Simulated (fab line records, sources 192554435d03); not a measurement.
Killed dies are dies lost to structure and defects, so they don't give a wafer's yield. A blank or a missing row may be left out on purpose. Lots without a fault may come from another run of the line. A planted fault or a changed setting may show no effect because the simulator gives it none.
A struck lot beside a sound one | flow n5_finfet | 36 steps out of a route of 1938
Sound: wafers L622.3, L622.4, L622.6. Struck: wafers L617.1, L617.3, L617.4. The cause comes at the end.
At each step with rows: each side's tool, then ch and its chambers, then its first start. Under that, the readings that differ: sound wafers | struck wafers | difference of the means | sigmas: that difference in standard deviations of wafers without a fault.
alike: readings whose means differ by less than 2 such deviations, and words and numbers that are the same on both sides. not compared: withheld readings, readings that some wafer has no value for, bounds like >300 that may hide the same value, and numbers for which the record gives no deviation and whose values overlap.
The two part at a step that has a row with sigmas, a row that says differs or no value, or rows on one side only. Numbers that don't overlap but have no deviation are shown without sigmas and don't part them. A reading that every wafer of one side lacks parts them only if that side has two wafers or more.

first, 9 steps without rows for these wafers: N5_BEOL_M4_ANNEAL_95 (time 240 s); N5_BEOL_M4_SPUTTER_96 (material Cu, target thk 4.5 nm, time 8.29 s); N5_BEOL_M4_ECD_50 (material Cu, target thk 300 nm); N5_BEOL_M4_ANNEAL_51 (time 90 s); N5_BEOL_M4_CMP_52 (polishes, stops on SiOC, t overpolish 6.8 s, target thk 40 nm); N5_BEOL_M4_PRE_CLEAN_60 (time 15 s); N5_BEOL_M4_CO_CAP_55 (material Co, precursor CCTBA/H2, target thk 2 nm, time 102.1 s); N5_BEOL_M4_PRE_CLEAN_56 (time 15 s); N5_BEOL_M4_DEP_57 (deposits SiCN from 3MS/NH3, target thk 8 nm, time 14 s).
N5_BEOL_M4_RC_MEAS_101:
  sound on prober-02 ch 0, day 14 13:02; struck on prober-02 ch 0, day 12 15:33
  reading   | sound          | struck         | difference | sigmas
  VT_P (mV) | -251 -253 -249 | -242 -244 -239 | +9         | +2
  alike: DIBL_N, DIBL_P, IOFF_N, IOFF_P, ION_N, ION_P, SS_N, SS_P, VT_N
then, 24 steps without rows for these wafers: N5_BEOL_M5_ILD_DEP_00 (deposits SiCOH lowk from DEMS/porogen, target thk 140.64 nm, time 25.9 s); N5_BEOL_M5_CURE_79 (cures SiCOH lowk, time 240 s); N5_BEOL_M5_PECVD_70 (deposits SiO2 from TEOS/O2, target thk 16 nm, time 18 s); N5_BEOL_M5_HM_DEP_02 (deposits TiN, target thk 20 nm); N5_BEOL_M5_COAT_59 (time 60 s, resist thk 60 nm); N5_BEOL_M5_COAT_60 (time 60 s, resist thk 12 nm); N5_BEOL_M5_COAT_71 (time 60 s, resist thk 5 nm); N5_BEOL_M5_COAT_05 (resist thk 30 nm); N5_BEOL_M5_EBR_07; N5_BEOL_M5_SOFTBAKE_06 (time 60 s); N5_BEOL_M5_EXPOSE_08 (exposes mask M5, target cd 28 nm); N5_BEOL_M5_PEB_09 (peb time 60 s); N5_BEOL_M5_DEVELOP_10 (develop time 30 s); N5_BEOL_M5_DESCUM_16 (chemistry O2, time 7 s); N5_BEOL_M5_ETCH_72 (etches underlayer in N2/H2, target depth 6.5 nm, time 5.2 s); N5_BEOL_M5_ETCH_61 (etches SiARC in CF4, target depth 15.6 nm, time 26 s); N5_BEOL_M5_ETCH_62 (etches SOC in N2/H2, target depth 75 nm, overetch 15 nm, time 112.5 s); N5_BEOL_M5_STRIP_63 (strips in N2/H2); N5_BEOL_M5_STRIP_73 (strips in N2/H2); N5_BEOL_M5_STRIP_64 (strips in CF4); N5_BEOL_M5_HM_OPEN_17 (chemistry Cl2/BCl3, target TiN, target depth 20 nm, overetch 6 nm); N5_BEOL_M5_STRIP_19 (strips in O2); N5_BEOL_M5_COAT_65 (time 60 s, resist thk 60 nm); N5_BEOL_M5_COAT_66 (time 60 s, resist thk 12 nm).
-- the record jumps here: 3 days lie between the struck wafers' starts before and after (it left off in module BEOL_M5 and takes up again in module BEOL_M11, whose first step shown is number 1575 of the route) --
N5_BEOL_M11_VIA_ETCH_34: etches SiCOH lowk in C4F6/O2, target depth 184.5 nm, time 69.2 s.
  sound on rie_diel-03 ch 2,3, day 17 01:25; struck on rie_diel-03 ch 0,1,2, day 15 05:35
  no value came back on the struck wafers for any of 11 readings (C4F6_flow_sccm (sccm), O2_flow_sccm (sccm) and others); on the sound wafers C4F6_flow_sccm (sccm) reads 9.99 9.99 10.03
  reading                                     | sound        | struck          | difference | sigmas
  model.SiARC_of_BEOL_M11_COAT_64.thk_nm (nm) | 0 0 0        | 22.8 22.8 22.2  | +22.6      |
  model.SOC_of_BEOL_M11_COAT_63.thk_nm (nm)   | 91.4 91 91.4 | 100 100.2 100.4 | +9         |
  not compared: rf_hours_counter_h
N5_PASSIVATION_PROBE_49:
  sound on prober-01, day 18 21:04; struck on prober-01, day 16 20:37
  reading                  | sound          | struck         | difference | sigmas
  defect_limited_yield (%) | 91.3 90.7 88.8 | 0 0 0          | -90        | -60
  killed_at_M4_up          | 20 15 30       | 1049 1054 1053 | +1030      | +99 or more
  killed_dies              | 103 110 132    | 1180 1180 1180 | +1065      | +59
  killed_on_rim            | 17 12 21       | 152 152 152    | +135       | +33
  sort_bin_5_function (%)  | 4.7 5.4 6.7    | 95.0 95.3 96.3 | +89.9      | +90
  sort_n_pass              | 1077 1070 1048 | 0 0 0          | -1065      | -59
  sort_yield_pct (%)       | 91.3 90.7 88.8 | 0 0 0          | -90        | -60
  alike: killed_at_M0_to_M3, killed_at_contacts, killed_at_front_end, killed_at_other, killed_open, killed_short, sort_bin_6_memory

WHERE THEY PART
First at N5_BEOL_M4_RC_MEAS_101; last, within this record, at N5_PASSIVATION_PROBE_49.

WHY: what the simulator had put in
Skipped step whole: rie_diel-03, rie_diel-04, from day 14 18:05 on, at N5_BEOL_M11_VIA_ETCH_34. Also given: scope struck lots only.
